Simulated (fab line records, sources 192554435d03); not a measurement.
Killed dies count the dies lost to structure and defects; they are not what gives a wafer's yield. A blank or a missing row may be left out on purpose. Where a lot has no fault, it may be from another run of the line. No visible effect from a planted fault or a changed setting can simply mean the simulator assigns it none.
Split-lot trial	flow n5-finfet	7 lots, 21 wafers read, on a route of 1938 steps

== THE SPLIT ITSELF ==
At N5_PMOS_HMC_CHANNEL_EPI_EXPOSE_06 (exposes mask PMOS HMC BLK, target cd 240 nm), the setting dose-mj was moved away from the recipe's 41 on 7 of the 21 wafers read, by -5.6% to +1.9%. All remaining wafers had this setting at the recipe value.

== FROM SPLIT TO READING: 1 step shown by the file between the two ==
- N5_PMOS_HMC_CHANNEL_EPI_DEVELOP_08: develop time 30 s (also split here: develop-time-s)

== THE READING ==
cd-nm at N5_PMOS_HMC_CHANNEL_EPI_CD_MEAS_09, given in nm (cd target 237.4 nm). On this fab line, fault-free wafers typically give 236.9 nm with a standard deviation of 1.1 nm.

wafer	tool, chamber at the split	dose-mj as run	against the recipe	cd-nm, nm	against lot-mates on the recipe
L074.4	arfi-scanner-01, 0	39	-4.9%	230.8	-2.9
L074.5	arfi-scanner-01, 0	39	-4.9%	229.8	-3.9
L074.6	arfi-scanner-01, 0	41	recipe	233.7	-
L076.1	arfi-scanner-03, 0	41	recipe	237.2	-
L076.2	arfi-scanner-03, 0	41	recipe	239.0	-
L076.6	arfi-scanner-03, 0	41	recipe	238.1	-
L080.1	arfi-scanner-03, 0	41	recipe	237.3	-
L080.2	arfi-scanner-03, 0	41	recipe	237.5	-
L080.5	arfi-scanner-03, 0	41	recipe	236.8	-
L084.2	arfi-scanner-03, 0	41	recipe	238.8	-
L084.3	arfi-scanner-03, 0	41	recipe	237.7	-
L084.6	arfi-scanner-03, 0	41	recipe	237.2	-
L088.1	arfi-scanner-01, 0	41	recipe	239.0	-
L088.2	arfi-scanner-01, 0	38.72	-5.6%	232.3	-6.7
L088.5	arfi-scanner-01, 0	38.72	-5.6%	232.3	-6.7
L093.1	arfi-scanner-01, 0	38.74	-5.5%	231.9	-4.7
L093.3	arfi-scanner-01, 0	41	recipe	237.7	-
L093.6	arfi-scanner-01, 0	41	recipe	235.6	-
L097.1	arfi-scanner-03, 0	41.77	+1.9%	238.5	+1.2
L097.2	arfi-scanner-03, 0	41	recipe	237.3	-
L097.6	arfi-scanner-03, 0	41.77	+1.9%	237.5	+0.2

THE FIT
A straight line over all 21 wafers: cd-nm changes by +1.04 nm for each +1% of dose-mj; r = +0.88; the points scatter about the line by 1.4 nm.
The same after taking each lot's own level away (the mean of its wafers on the recipe; 21 wafers): +0.907 nm for each +1%; r = +0.93; scatter 0.91 nm.
The reading moves by 5 nm for the largest change in dose-mj, on that fit.
The lots' own levels span 233.70 to 239.00 nm, that is 4.8 times the standard deviation above.
In other words, the slope is changed by the lot-to-lot level; the two fits disagree.
Check: with one of the wafers moved furthest among these (-5.6%) left out of the fit, the line predicts -4.78 nm for it against its lot-mates. Against them it came out at -6.7 nm.

== OTHER SPLITS APPLIED TO THESE WAFERS ==
Other splits were also applied to these wafers ahead of the reading. Each is held against what the fit with the lots' levels taken away leaves over:
other split on the same wafers	wafers away from the commonest value	r with cd-nm (lot level and that fit taken away)
N5_ZERO_LAYER_PECVD_02 time-s	4	+0.08
N5_ZERO_LAYER_COAT_05 spin-rpm	3	-0.05
N5_PMOS_HMC_CHANNEL_EPI_DEVELOP_08 develop-time-s	6	+0.22

== THE WHOLE CHAIN: every reading that the file lists as answering this split, in the file's order ==
step	what it does	reading	change (the file's fit)	r (the file's)
N5_PMOS_HMC_CHANNEL_EPI_CD_MEAS_09	target cd 237.4 nm	cd-nm	+0.923 nm for each +1% of the setting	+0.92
N5_PMOS_HMC_CHANNEL_EPI_DESCUM_14	chemistry O2, time 7.9 s	PMOS_HMC_CHANNEL_EPI.cd-nm (the simulator's own value, which no gauge read)	+0.901 nm for each +1% of the setting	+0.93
N5_PMOS_HMC_CHANNEL_EPI_ETCH_32	etches BARC in N2/H2, stops on SiO2, target depth 85.8 nm, time 50.3 s	PMOS_HMC_CHANNEL_EPI.cd-nm (the simulator's own value, which no gauge read)	+0.913 nm for each +1% of the setting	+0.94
N5_PMOS_HMC_CHANNEL_EPI_HM_OPEN_15	chemistry CHF3/O2, target SiO2, target depth 40.6 nm, time 20.3 s	PMOS_HMC_CHANNEL_EPI.cd-nm (the simulator's own value, which no gauge read)	+0.916 nm for each +1% of the setting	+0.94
N5_PMOS_HMC_CHANNEL_EPI_ETCH_38	etches SiO2 in CF4, target depth 1.5 nm	PMOS_HMC_CHANNEL_EPI.cd-nm (the simulator's own value, which no gauge read)	+0.927 nm for each +1% of the setting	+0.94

== THE FILE'S OWN FIT ==
cd-nm changes by +0.923 nm for each +1% of dose-mj, r = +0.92.
